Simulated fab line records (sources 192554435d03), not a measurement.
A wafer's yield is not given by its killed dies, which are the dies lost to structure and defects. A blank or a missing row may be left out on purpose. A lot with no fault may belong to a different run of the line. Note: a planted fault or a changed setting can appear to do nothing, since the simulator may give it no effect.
Which tool was responsible? :: flow n5_finfet :: 7 lots with 21 wafers sampled at 5 steps, on a route of 1938 steps

== WHAT THE GAUGES READ, wafer by wafer ==
N5_BEOL_M4_RC_MEAS_101.
lot: L786
measured: day 8 06:20
on: prober-01
DIBL_N (mV/V): 36.9 36.2 36.3

lot: L788
measured: day 8 09:32
on: prober-01
DIBL_N (mV/V): 37.8 35.9 36.7

lot: L791
measured: day 9 07:42
on: prober-02
DIBL_N (mV/V): 38.1 36.5 37.6

lot: L795
measured: day 10 05:15
on: prober-01
DIBL_N (mV/V): 38.4 35.0 34.1

lot: L797
measured: day 11 05:29
on: prober-01
DIBL_N (mV/V): 33.0 36.2 33.8

== TOOL THAT RAN EACH LOT (tool first, then ch and the chambers of the sampled wafers, then the start) ==
lot: L786
N5_GATE_CUT_ETCH_36: rie_diel-03 ch 0,1,2, day 4 21:48
N5_GATE_CUT_STRIP_42: rie_diel-03 ch 0,1,2, day 4 21:59
N5_GATE_CUT_CUT_ETCH_55: rie_metal-03 ch 0,1, day 4 22:16
N5_GATE_CUT_CMP_23: cmp-03 ch 0,1,2, day 5 00:09

lot: L788
N5_GATE_CUT_ETCH_36: rie_diel-04 ch 1,3, day 5 07:23
N5_GATE_CUT_STRIP_42: rie_diel-04 ch 1,3, day 5 07:35
N5_GATE_CUT_CUT_ETCH_55: rie_metal-01 ch 0,1, day 5 07:51
N5_GATE_CUT_CMP_23: cmp-01 ch 1,2,3, day 5 09:45

lot: L791
N5_GATE_CUT_ETCH_36: rie_diel-05 ch 0,3, day 6 04:28
N5_GATE_CUT_STRIP_42: rie_diel-05 ch 0,3, day 6 04:39
N5_GATE_CUT_CUT_ETCH_55: rie_metal-02 ch 0,1, day 6 04:55
N5_GATE_CUT_CMP_23: cmp-01 ch 0,1,2, day 6 07:05

lot: L795
N5_GATE_CUT_ETCH_36: rie_diel-05 ch 0,2,3, day 7 06:10
N5_GATE_CUT_STRIP_42: rie_diel-05 ch 0,2,3, day 7 06:21
N5_GATE_CUT_CUT_ETCH_55: rie_metal-01 ch 0,1, day 7 06:37
N5_GATE_CUT_CMP_23: cmp-02 ch 1,2,3, day 7 08:28

lot: L797
N5_GATE_CUT_ETCH_36: rie_diel-03 ch 0,1,3, day 7 18:40
N5_GATE_CUT_STRIP_42: rie_diel-03 ch 0,1,3, day 7 18:52
N5_GATE_CUT_CUT_ETCH_55: rie_metal-02 ch 0,1, day 7 19:08
N5_GATE_CUT_CMP_23: cmp-03 ch 0,1,2, day 7 21:21

lot: L803
N5_GATE_CUT_ETCH_36: rie_diel-05 ch 0,1,2, day 9 03:02
N5_GATE_CUT_STRIP_42: rie_diel-05 ch 0,1,2, day 9 03:13
N5_GATE_CUT_CUT_ETCH_55: rie_metal-03 ch 1, day 9 03:29
N5_GATE_CUT_CMP_23: cmp-03 ch 1,3, day 9 05:21

lot: L805
N5_GATE_CUT_ETCH_36: rie_diel-03 ch 2,3, day 9 11:16
N5_GATE_CUT_STRIP_42: rie_diel-03 ch 2,3, day 9 11:28
N5_GATE_CUT_CUT_ETCH_55: rie_metal-01 ch 0,1, day 9 11:44
N5_GATE_CUT_CMP_23: cmp-02 ch 1,2, day 9 13:33
- N5_GATE_CUT_ETCH_36: etches SiARC in CF4, target depth 13 nm, time 21.7 s.
- N5_GATE_CUT_STRIP_42: strips in O2.
- N5_GATE_CUT_CUT_ETCH_55: etches HfO2 in BCl3, target depth 3.2 nm.
- N5_GATE_CUT_CMP_23: polishes, stops on SiO2, t overpolish 23.4 s, target thk 16 nm.

== THE ANSWER, worked out from the rows above alone ==
Rule: the lots themselves supply what counts as usual. The widest of any qualifying gaps counts: lots, ordered by their means at a reading, are off when they make up no more than a third of the lots, leave a main group of 4 or more, and stand apart from it by 3 or more times the standard deviation of that group's means. A main group is skipped when, at the precision printed for the reading in the tables above, its means are all equal. A lot without any number at a reading at which 4 lots or more have one is off too. All remaining lots with rows at the step are treated as sound.
No lot is off on any of the readings shown, so nothing can be concluded from this.

== WHAT THE SIMULATOR HAD PUT IN ==
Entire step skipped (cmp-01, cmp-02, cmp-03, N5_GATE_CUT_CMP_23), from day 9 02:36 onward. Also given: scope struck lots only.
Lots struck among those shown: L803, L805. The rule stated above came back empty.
